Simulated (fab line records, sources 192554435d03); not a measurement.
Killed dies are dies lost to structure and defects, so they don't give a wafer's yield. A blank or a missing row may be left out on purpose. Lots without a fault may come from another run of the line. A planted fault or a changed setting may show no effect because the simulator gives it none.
fab line records | flow n5_finfet
record lots=7 wafers=21
route steps=1938 shown BEOL_M1@755 BEOL_M2@860 BEOL_M4@1050 BEOL_M6@1194
start_h: hours from the record's first day to the start of the lot's first wafer shown | wait_h: hours since the lot's step before | " the same as in the row above | L1.1+2: a row that stands for several wafers | - no value, or no start given | * or withheld: withheld | < > ~ a bound
route shown NAME@n: a module of which the file shows steps, and the number in the route of the first | usual: mean/standard deviation of fault-free wafers | same: alike in all rows | chamber/n: place in a boat | sites: the reading at each site | _std_site: their standard deviation | _edge_site: outer sites' mean less inner sites' | radius_mm: how far each site lies from the wafer's centre | mask NAME#n: copy n | behind: the tool/chamber that last shaped the wafer | hold: why the lot was held/for how many hours/how that ended | device: the transistor (n, p or np) that didn't switch | end of line: the same wafers' tests at the end of the route | a step without rows: its recipe alone | killed: dies lost to structure and defects at the first sort, not the wafer's yield | map: a wafer's dies, x killed, . not, _ none there
set.NAME: the setting as run; set.NAME@STEP: as run at that earlier step | model.NAME: the simulator's own value behind a step, which no gauge read
lots whose settings were changed on purpose; a table a step, a row a wafer
## steps
# step N5_BEOL_M1_COAT_61
# recipe resist=SOC temp_c=250 time_s=60 spin_rpm=1500 resist_thk_nm=60
# columns lot.wafer tool chamber start_h wait_h set.spin_rpm model.SOC_of_BEOL_M1_COAT_61.thk_nm
L076.2 litho_track-02 0 132.18 0.1 1384 62.8
L076.3 " 0 " " 1500 60.4
L076.4 " 0 " " 1384 62.6
L081.2 litho_track-03 0 162.03 0.1 1500 60.2
L081.4+5 " 0 " " 1500 60.4
L080.1+4 litho_track-02 0 162.13 0.1 1441 61.4
L080.6 " 0 " " 1500 60
L082.1+2+6 litho_track-03 0 165.49 0.1 1500 60.2
L088.2 litho_track-04 0 203.31 0.1 1421 61.4
L088.5 " 0 " " 1500 59.8
L088.6 " 0 " " 1421 61.2
L095.2 litho_track-03 0 247.76 0.1 1500 59.8
L095.3+4 " 0 " " 1500 60
L097.2 litho_track-04 0 260.42 0.1 1500 60.2
L097.4 " 0 " " 1500 59.8
L097.5 " 0 " " 1579 58.6
# step N5_BEOL_M1_COAT_05
# recipe resist=CAR-EUV spin_rpm=1500 resist_thk_nm=30
# columns lot.wafer tool chamber start_h wait_h set.spin_rpm model.CAR-EUV_of_BEOL_M1_COAT_05.thk_nm
L076.2+4 litho_track-02 0 - - 1500 30
L076.3 " 0 " " 1368 31.4
L081.2 litho_track-03 0 - - 1500 30
L081.4 " 0 " " 1598 29.2
L081.5 " 0 " " 1598 29
L080.1+4+6 litho_track-02 0 - - 1500 30
L082.1+6 litho_track-03 0 - - 1659 28.6
L082.2 " 0 " " 1500 30
L088.2 litho_track-04 0 - - 1500 29.8
L088.5 " 0 " " 1373 31.2
L088.6 " 0 " " 1500 30
L095.2+3 litho_track-03 0 - - 1500 29.8
L095.4 " 0 " " 1500 30
L097.2 litho_track-04 0 - - 1500 30
L097.4 " 0 " " 1500 29.8
L097.5 " 0 " " 1650 28.6
# step N5_BEOL_M1_EBR_07
# recipe solvent=PGMEA ebr_width_mm=1.5
# step N5_BEOL_M1_SOFTBAKE_06
# recipe temp_c=110 time_s=60 resist=CAR-EUV
# step N5_BEOL_M1_ETCH_74
# recipe chemistry=N2/H2 target=underlayer target_depth_a=65 mask_material=CAR-EUV time_s=5.2 ion_energy_ev=200 pressure_mtorr=30 source_w=840 bias_w=150 n2_flow_sccm=200 h2_flow_sccm=200 ends=cleared
# step N5_BEOL_M1_ETCH_63
# recipe chemistry=CF4 target=SiARC target_depth_a=156 mask_material=CAR-EUV time_s=26 ion_energy_ev=80 pressure_mtorr=40 source_w=545 bias_w=36 Ar_flow_sccm=100 cf4_flow_sccm=100 ends=cleared
# step N5_BEOL_M1_ETCH_64
# recipe chemistry=N2/H2 target=SOC target_depth_a=750 overetch_a=150 mask_material=SiARC temp_c=40 time_s=112.5 ion_energy_ev=200 pressure_mtorr=30 source_w=840 bias_w=150 n2_flow_sccm=200 h2_flow_sccm=200
# columns lot.wafer tool chamber start_h wait_h set.spin_rpm@BEOL_M1_COAT_61 model.etch.depth_nm
L076.2 rie_diel-02 0 132.73 0.0 1384 62.75
L076.3 " 3 " " 1500 60.44
L076.4 " 1 " " 1384 62.59
L081.2 rie_diel-01 3 162.59 0.0 1500 60.27
L081.4+5 " 1,3 " " 1500 60.38
L080.1 rie_diel-01 3 162.85 0.0 1441 61.32
L080.4 " 0 " " 1441 61.41
L080.6 " 1 " " 1500 60.06
L082.1 rie_diel-01 1 165.96 0.0 1500 60.29
L082.2 " 0 " " 1500 60.26
L082.6 " 3 " " 1500 60.14
L088.2 rie_diel-01 2 203.90 0.0 1421 61.42
L088.5 " 0 " " 1500 59.84
L088.6 " 3 " " 1421 61.25
L095.2 rie_diel-03 0 248.63 0.0 1500 59.81
L095.3 " 2 " " 1500 59.99
L095.4 " 3 " " 1500 60.03
L097.2 rie_diel-02 3 260.88 0.0 1500 60.1
L097.4 " 0 " " 1500 59.88
L097.5 " 2 " " 1579 58.57
# step N5_BEOL_M1_STRIP_65
# recipe chemistry=N2/H2 temp_c=40 n2_flow_sccm=200 h2_flow_sccm=200 rf_frequency_hz=6e+07
# step N5_BEOL_M1_STRIP_75
# recipe chemistry=N2/H2 temp_c=40 n2_flow_sccm=200 h2_flow_sccm=200 rf_frequency_hz=6e+07
# step N5_BEOL_M1_STRIP_66
# recipe chemistry=CF4 resist=SiARC power_w=300 bias_power_w=75 pressure_mtorr=50 cf4_flow_sccm=150 rf_frequency_hz=6e+07
# step N5_BEOL_M1_HM_OPEN_17
# recipe chemistry=Cl2/BCl3 target_depth_a=200 overetch_a=60 target=TiN mask_material=SOC ion_energy_ev=150 pressure_mtorr=10 icp_w=1000 bias_w=126 Cl2_flow_sccm=53.25 bcl3_flow_sccm=21.75 Ar_flow_sccm=25
# columns lot.wafer tool chamber start_h wait_h set.spin_rpm@BEOL_M1_COAT_61 model.SOC_of_BEOL_M1_COAT_61.thk_nm
L076.2 rie_metal-03 0 132.90 0.0 1384 55
L076.3 " 1 " " 1500 52.2
L076.4 " 0 " " 1384 54.8
L081.2+4 rie_metal-02 0 162.76 0.0 1500 52.4
L081.5 " 1 " " 1500 52.2
L080.1+4 rie_metal-02 1 163.02 0.0 1441 53.4
L080.6 " 0 " " 1500 52.2
L082.1 rie_metal-03 0 166.13 0.0 1500 52.4
L082.2 " 1 " " 1500 51.8
L082.6 " 0 " " 1500 52.2
L088.2 rie_metal-02 1 204.07 0.0 1421 53.4
L088.5 " 0 " " 1500 51.8
L088.6 " 1 " " 1421 53.2
L095.2+4 rie_metal-01 1,0 248.79 0.0 1500 52.2
L095.3 " 1 " " 1500 52.4
L097.2 rie_metal-01 1 261.05 0.0 1500 52.6
L097.4 " 1 " " 1500 52.4
L097.5 " 1 " " 1579 51
# step N5_BEOL_M1_VIA_ETCH_34
# recipe chemistry=C4F6/O2 target_depth_a=678 mask_material=SOC pressure_mtorr=15 ion_energy_ev=250 taper_deg=4 time_s=64.4 source_w=350 bias_w=170 Ar_flow_sccm=300 C4F6_flow_sccm=10 O2_flow_sccm=10
# columns lot.wafer tool chamber start_h wait_h set.time_s model.etch.depth_nm model.SOC_of_BEOL_M1_COAT_67.thk_nm
L076.2 rie_diel-01 3 136.45 0.0 64.4 69.16 52
L076.3 " 2 " " 64.4 68.92 52
L076.4 " 0 " " 64.4 66.39 52.4
L081.2 rie_diel-02 0 164.06 0.0 58.43 60.15 53
L081.4 " 1 " " 64.4 65.95 52.6
L081.5 " 3 " " 58.43 61.16 53.2
L080.1 rie_diel-01 1 167.29 0.0 64.4 67.65 52.2
L080.4 " 2 " " 64.4 70.38 52.2
L080.6 " 3 " " 64.4 69.48 52.2
L082.1 rie_diel-03 1 167.78 0.0 64.4 67.59 51.8
L082.2 " 3 " " 64.4 68.08 52
L082.6 " 2 " " 72.32 75.61 51
L088.2 rie_diel-01 3 218.85 0.0 64.4 68.7 51.6
L088.5 " 2 " " 64.4 68.82 51.6
L088.6 " 1 " " 78.56 81.56 49.8
L095.2 rie_diel-03 0 260.95 0.0 64.4 67.45 52
L095.3 " 3 " " 64.4 66.72 52
L095.4 " 2 " " 64.4 67.19 51.8
L097.2 rie_diel-01 0 276.25 0.0 69.21 70.62 52.2
L097.4 " 1 " " 64.4 67.24 52.4
L097.5 " 0 " " 64.4 65.76 52.6
# step N5_BEOL_M1_TRENCH_ETCH_37
# recipe chemistry=C4F6/O2 target_depth_a=552.07 target=SiOC time_s=29 ion_energy_ev=250 pressure_mtorr=30 source_w=355 bias_w=185 Ar_flow_sccm=300 C4F6_flow_sccm=10 O2_flow_sccm=10
# usual rf_vpp_V=662/10
# columns lot.wafer tool chamber start_h wait_h set.bias_w rf_vpp_V
L076.2 rie_diel-01 3 - - 162.7 590
L076.3 " 2 " " 185 656
L076.4 " 0 " " 185 663
L081.2 rie_diel-02 0 - - 185 664
L081.4 " 1 " " 169.4 621
L081.5 " 3 " " 169.4 620
L080.1 rie_diel-01 1 - - 185 671
L080.4 " 2 " " 185 655
L080.6 " 3 " " 185 655
L082.1 rie_diel-03 1 - - 156.6 562
L082.2 " 3 " " 185 683
L082.6 " 2 " " 156.6 600
L088.2 rie_diel-01 3 - - 185 654
L088.5 " 2 " " 185 655
L088.6 " 1 " " 196.4 702
L095.2 rie_diel-03 0 - - 185 647
L095.3 " 3 " " 185 683
L095.4 " 2 " " 185 684
L097.2 rie_diel-01 0 - - 213.3 742
L097.4 " 1 " " 185 671
L097.5 " 0 " " 185 662
# step N5_BEOL_M2_ETCH_64
# recipe chemistry=N2/H2 target=SOC target_depth_a=750 overetch_a=225 mask_material=SiARC temp_c=40 time_s=121.9 ion_energy_ev=200 pressure_mtorr=30 source_w=840 bias_w=150 n2_flow_sccm=200 h2_flow_sccm=200
# columns lot.wafer tool chamber start_h wait_h set.time_s model.SiARC_of_BEOL_M2_COAT_62.thk_nm
L076.2 rie_diel-05 1 143.31 0.0 139.3 5.4
L076.3 " 0 " " 121.9 6.4
L076.4 " 3 " " 121.9 6
L081.2 rie_diel-06 1 173.26 0.0 105.7 7
L081.4 " 0 " " 121.9 6.4
L081.5 " 0 " " 105.7 7.2
L080.1+4 rie_diel-06 3,2 173.64 0.0 121.9 6.2
L080.6 " 2 " " 101.5 7
L082.1+2 rie_diel-04 2,1 176.34 0.0 121.9 6.4
L082.6 " 2 " " 121.9 6.6
L088.2+5+6 rie_diel-04 0,1,2 225.84 0.0 121.9 6.4
L095.2+4 rie_diel-06 0,1 266.34 0.0 121.9 6.4
L095.3 " 3 " " 121.9 6.2
L097.2+5 rie_diel-05 2 283.02 0.0 129.3 5.6
L097.4 " 3 " " 121.9 6
# step N5_BEOL_M4_COAT_22
# recipe resist=CAR-EUV spin_rpm=1500 resist_thk_nm=30
# columns lot.wafer tool chamber start_h wait_h set.spin_rpm model.CAR-EUV_of_BEOL_M4_COAT_22.thk_nm
L076.2+4 litho_track-04 0 - - 1362 31.4
L076.3 " 0 " " 1500 29.8
L081.2 litho_track-04 0 - - 1500 30
L081.4+5 " 0 " " 1357 31.4
L080.1+6 litho_track-03 0 - - 1500 30
L080.4 " 0 " " 1500 30.2
L082.1+2+6 litho_track-04 0 - - 1500 29.8
L088.2 litho_track-04 0 - - 1457 30.6
L088.5 " 0 " " 1500 30
L088.6 " 0 " " 1500 29.8
L095.2+4 litho_track-01 0 - - 1500 30
L095.3 " 0 " " 1500 29.8
L097.2 litho_track-04 0 - - 1500 30
L097.4+5 " 0 " " 1418 30.8
# step N5_BEOL_M4_DESCUM_33
# recipe chemistry=O2 time_s=7 source_power_w=50 bias_power_w=20 pressure_mtorr=20 rf_frequency_hz=2.712e+07 temp_c=40 resist=CAR-EUV o2_flow_sccm=225
# columns lot.wafer tool chamber start_h wait_h set.time_s set.spin_rpm@BEOL_M4_COAT_22 model.CAR-EUV_of_BEOL_M4_COAT_22.thk_nm
L076.2+4 rie_diel-06 2,0 174.20 0.0 5.507 1362 28.2
L076.3 " 3 " " 7 1500 26
L081.2 rie_diel-04 1 193.70 0.0 7 1500 26
L081.4 " 1 " " 7 1357 27.4
L081.5 " 2 " " 7 1357 27.6
L080.1 rie_diel-06 1 193.76 0.0 7 1500 26
L080.4+6 " 0,1 " " 7 1500 26.2
L082.1 rie_diel-05 2 198.12 0.0 7 1500 26
L082.2+6 " 3,0 " " 7.591 1500 25.6
L088.2 rie_diel-06 3 249.77 0.0 7.782 1457 26.2
L088.5 " 1 " " 7 1500 26
L088.6 " 0 " " 7.782 1500 25.6
L095.2+3+4 rie_diel-04 1,2,3 297.06 0.0 7 1500 26
L097.2 rie_diel-05 1 305.13 0.0 5.658 1500 26.6
L097.4 " 0 " " 7 1418 27
L097.5 " 3 " " 5.658 1418 27.6
# step N5_BEOL_M4_ETCH_77
# recipe chemistry=N2/H2 target=underlayer target_depth_a=65 mask_material=CAR-EUV time_s=5.2 ion_energy_ev=200 pressure_mtorr=30 source_w=840 bias_w=150 n2_flow_sccm=200 h2_flow_sccm=200 ends=cleared
# columns lot.wafer tool chamber start_h wait_h set.spin_rpm@BEOL_M4_COAT_22 set.time_s@BEOL_M4_DESCUM_33 model.CAR-EUV_of_BEOL_M4_COAT_22.thk_nm
L076.2+4 rie_diel-06 2,0 174.24 0.0 1362 5.507 22.4
L076.3 " 3 " " 1500 7 20.2
L081.2 rie_diel-04 1 193.75 0.0 1500 7 20.2
L081.4 " 1 " " 1357 7 21.6
L081.5 " 2 " " 1357 7 21.8
L080.1+4+6 rie_diel-06 1,0,1 193.79 0.0 1500 7 20.4
L082.1 rie_diel-05 2 198.15 0.0 1500 7 20.2
L082.2+6 " 3,0 " " 1500 7.591 20
L088.2 rie_diel-06 3 249.80 0.0 1457 7.782 20.6
L088.5 " 1 " " 1500 7 20.4
L088.6 " 0 " " 1500 7.782 19.8
L095.2 rie_diel-04 1 297.10 0.0 1500 7 20.2
L095.3+4 " 2,3 " " 1500 7 20.4
L097.2 rie_diel-05 1 305.16 0.0 1500 5.658 20.8
L097.4 " 0 " " 1418 7 21.2
L097.5 " 3 " " 1418 5.658 21.8
# step N5_BEOL_M4_ETCH_69
# recipe chemistry=CF4 target=SiARC target_depth_a=156 mask_material=CAR-EUV time_s=26 ion_energy_ev=80 pressure_mtorr=40 source_w=545 bias_w=36 Ar_flow_sccm=100 cf4_flow_sccm=100 ends=cleared
# step N5_BEOL_M4_ALD_98
# recipe material=SiO2 target_thk_a=25 temp_c=100 ald_precursor_family=BDEAS ald_co_reactant=O2-plasma pulse_time_s=1 co_reactant_pulse_time_s=1 purge_time_s=2 co_reactant_purge_time_s=2 ald_cycles=17 pressure_torr=2
# step N5_BEOL_M4_ETCHBACK_99
# recipe chemistry=CHF3 target=SiO2 target_depth_a=50 time_s=10.4 source_w=215 bias_w=47 Ar_flow_sccm=200 CHF3_flow_sccm=12 ion_energy_ev=100 pressure_mtorr=30
# columns lot.wafer tool chamber start_h wait_h set.spin_rpm@BEOL_M4_COAT_22 model.CAR-EUV_of_BEOL_M4_COAT_22.thk_nm
L076.2 rie_diel-06 3 179.90 5.5 1362 12.4
L076.3 " 0 " " 1500 10.2
L076.4 " 1 " " 1362 12.6
L081.2 rie_diel-06 3 198.71 4.7 1500 10.2
L081.4+5 " 2,3 " " 1357 11.8
L080.1+6 rie_diel-06 3,2 199.08 5.0 1500 10.4
L080.4 " 1 " " 1500 10.6
L082.1 rie_diel-05 0 199.58 1.3 1500 10.4
L082.2+6 " 2,3 " " 1500 10
L088.2 rie_diel-06 0 256.64 6.7 1457 10.6
L088.5 " 2 " " 1500 10.4
L088.6 " 3 " " 1500 10
L095.2 rie_diel-05 0 305.37 8.1 1500 10.2
L095.3+4 " 1,2 " " 1500 10.4
L097.2 rie_diel-05 3 308.87 2.6 1500 10.8
L097.4 " 0 " " 1418 11.4
L097.5 " 1 " " 1418 12
# step N5_BEOL_M6_ILD_DEP_00
# recipe material=SiCOH_lowk target_thk_a=1797.5 temp_c=300 precursor=DEMS/porogen pressure_torr=5 rf_w=500 time_s=33.4
# columns lot.wafer tool chamber start_h wait_h set.time_s model.SiCOH_lowk_of_BEOL_M6_ILD_DEP_00.thk_nm
L076.2 pecvd-04 1 197.90 0.0 35.05 185.6
L076.3 " 2 " " 35.05 189.4
L076.4 " 2 " " 35.05 189.8
L081.2 pecvd-04 0 213.54 0.0 35.23 188
L081.4 " 1 " " 33.4 181.6
L081.5 " 1 " " 33.4 185.4
L080.1 pecvd-04 0 217.20 0.0 28.95 153.8
L080.4 " 1 " " 33.4 180.2
L080.6 " 0 " " 28.95 154.6
L082.1+2 pecvd-01 0,2 222.61 0.0 33.4 179.2
L082.6 " 2 " " 37.52 205.2
L088.2 pecvd-01 1 279.31 0.0 33.4 178.8
L088.5 " 2 " " 38.28 208
L088.6 " 0 " " 33.4 180.2
L095.2 pecvd-03 0 322.92 0.0 33.4 178.8
L095.3 " 1 " " 33.4 179.4
L095.4 " 0 " " 33.4 180
L097.2 pecvd-03 2 326.83 0.0 33.4 181.4
L097.4 " 2 " " 33.4 183
L097.5 " 1 " " 31.87 172.2
# step N5_BEOL_M6_CURE_74
# recipe temp_c=385 time_s=240 ambient=He/Ar material=SiCOH_lowk
# columns lot.wafer tool chamber start_h wait_h set.time_s@BEOL_M6_ILD_DEP_00 model.SiCOH_lowk_of_BEOL_M6_ILD_DEP_00.thk_nm
L076.2 uv_cure-01 1 198.05 0.1 35.05 160.2
L076.3 " 1 " " 35.05 163.4
L076.4 " 1 " " 35.05 163.8
L081.2 uv_cure-01 1 213.71 0.1 35.23 162.2
L081.4 " 1 " " 33.4 156.6
L081.5 " 1 " " 33.4 160
L080.1 uv_cure-03 0 217.29 0.1 28.95 132.4
L080.4 " 0 " " 33.4 155.4
L080.6 " 0 " " 28.95 133
L082.1 uv_cure-03 2 222.67 0.0 33.4 154.4
L082.2 " 2 " " 33.4 154.6
L082.6 " 2 " " 37.52 177.2
L088.2 uv_cure-02 0 279.45 0.1 33.4 154.2
L088.5 " 0 " " 38.28 179.8
L088.6 " 0 " " 33.4 155.4
L095.2 uv_cure-03 0 323.07 0.1 33.4 154.2
L095.3 " 0 " " 33.4 154.6
L095.4 " 0 " " 33.4 155.2
L097.2 uv_cure-02 1 326.98 0.1 33.4 156.4
L097.4 " 1 " " 33.4 157.8
L097.5 " 1 " " 31.87 148.4
# step N5_BEOL_M6_THK_MEAS_01
# recipe reads=SiCOH_lowk_of_BEOL_M6_ILD_DEP_00
# usual M6_ILD_THK=155.0/2
# columns lot.wafer tool chamber start_h wait_h set.time_s@BEOL_M6_ILD_DEP_00 M6_ILD_THK[nm]
L076.2 film_metro-02 - 198.48 0.4 35.05 160.0
L076.3 " - " " 35.05 163.5
L076.4 " - " " 35.05 163.7
L081.2 film_metro-02 - 214.14 0.4 35.23 162.2
L081.4 " - " " 33.4 156.7
L081.5 " - " " 33.4 159.9
L080.1 film_metro-01 - 217.80 0.4 28.95 132.5
L080.4 " - " " 33.4 155.5
L080.6 " - " " 28.95 133.0
L082.1 film_metro-01 - 223.19 0.4 33.4 154.4
L082.2 " - " " 33.4 154.5
L082.6 " - " " 37.52 177.3
L088.2 film_metro-02 - 279.90 0.4 33.4 154.1
L088.5 " - " " 38.28 179.9
L088.6 " - " " 33.4 155.4
L095.2 film_metro-01 - 323.50 0.4 33.4 154.1
L095.3 " - " " 33.4 154.5
L095.4 " - " " 33.4 155.2
L097.2 film_metro-01 - 327.41 0.4 33.4 156.4
L097.4 " - " " 33.4 157.9
L097.5 " - " " 31.87 148.4
## key
split step=N5_BEOL_M1_COAT_61 setting=spin_rpm stated=1500 by=wafer
response step=N5_BEOL_M1_COAT_61 reading=model.SOC_of_BEOL_M1_COAT_61.thk_nm change=-0.295 per=1% r=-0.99
response step=N5_BEOL_M1_ETCH_64 reading=model.etch.depth_nm change=-0.289 per=1% r=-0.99
response step=N5_BEOL_M1_HM_OPEN_17 reading=model.SOC_of_BEOL_M1_COAT_61.thk_nm change=-0.317 per=1% r=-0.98
split step=N5_BEOL_M1_COAT_05 setting=spin_rpm stated=1500 by=wafer
response step=N5_BEOL_M1_COAT_05 reading=model.CAR-EUV_of_BEOL_M1_COAT_05.thk_nm change=-0.141 per=1% r=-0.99
split step=N5_BEOL_M1_VIA_ETCH_34 setting=time_s stated=64.4 by=wafer
response step=N5_BEOL_M1_VIA_ETCH_34 reading=model.etch.depth_nm change=+0.589 per=1% r=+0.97
response step=N5_BEOL_M1_VIA_ETCH_34 reading=model.SOC_of_BEOL_M1_COAT_67.thk_nm change=-0.0741 per=1% r=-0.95
split step=N5_BEOL_M1_TRENCH_ETCH_37 setting=bias_w stated=185 by=wafer
response step=N5_BEOL_M1_TRENCH_ETCH_37 reading=rf_vpp_V change=+5.84 per=1% r=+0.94
split step=N5_BEOL_M2_ETCH_64 setting=time_s stated=121.9 by=wafer
response step=N5_BEOL_M2_ETCH_64 reading=model.SiARC_of_BEOL_M2_COAT_62.thk_nm change=-0.0524 per=1% r=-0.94
split step=N5_BEOL_M4_COAT_22 setting=spin_rpm stated=1500 by=wafer
response step=N5_BEOL_M4_COAT_22 reading=model.CAR-EUV_of_BEOL_M4_COAT_22.thk_nm change=-0.161 per=1% r=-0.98
response step=N5_BEOL_M4_DESCUM_33 reading=model.CAR-EUV_of_BEOL_M4_COAT_22.thk_nm change=-0.185 per=1% r=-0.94
response step=N5_BEOL_M4_ETCH_77 reading=model.CAR-EUV_of_BEOL_M4_COAT_22.thk_nm change=-0.186 per=1% r=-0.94
response step=N5_BEOL_M4_ETCHBACK_99 reading=model.CAR-EUV_of_BEOL_M4_COAT_22.thk_nm change=-0.199 per=1% r=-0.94
split step=N5_BEOL_M4_DESCUM_33 setting=time_s stated=7 by=wafer
response step=N5_BEOL_M4_DESCUM_33 reading=model.CAR-EUV_of_BEOL_M4_COAT_22.thk_nm slope=-0.0315 per=1% together_with=spin_rpm@BEOL_M4_COAT_22 explained=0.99
response step=N5_BEOL_M4_ETCH_77 reading=model.CAR-EUV_of_BEOL_M4_COAT_22.thk_nm slope=-0.0307 per=1% together_with=spin_rpm@BEOL_M4_COAT_22 explained=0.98
split step=N5_BEOL_M6_ILD_DEP_00 setting=time_s stated=33.4 by=wafer
response step=N5_BEOL_M6_ILD_DEP_00 reading=model.SiCOH_lowk_of_BEOL_M6_ILD_DEP_00.thk_nm change=+1.94 per=1% r=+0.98
response step=N5_BEOL_M6_CURE_74 reading=model.SiCOH_lowk_of_BEOL_M6_ILD_DEP_00.thk_nm change=+1.7 per=1% r=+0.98
response step=N5_BEOL_M6_THK_MEAS_01 reading=M6_ILD_THK change=+1.7 per=1% r=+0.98
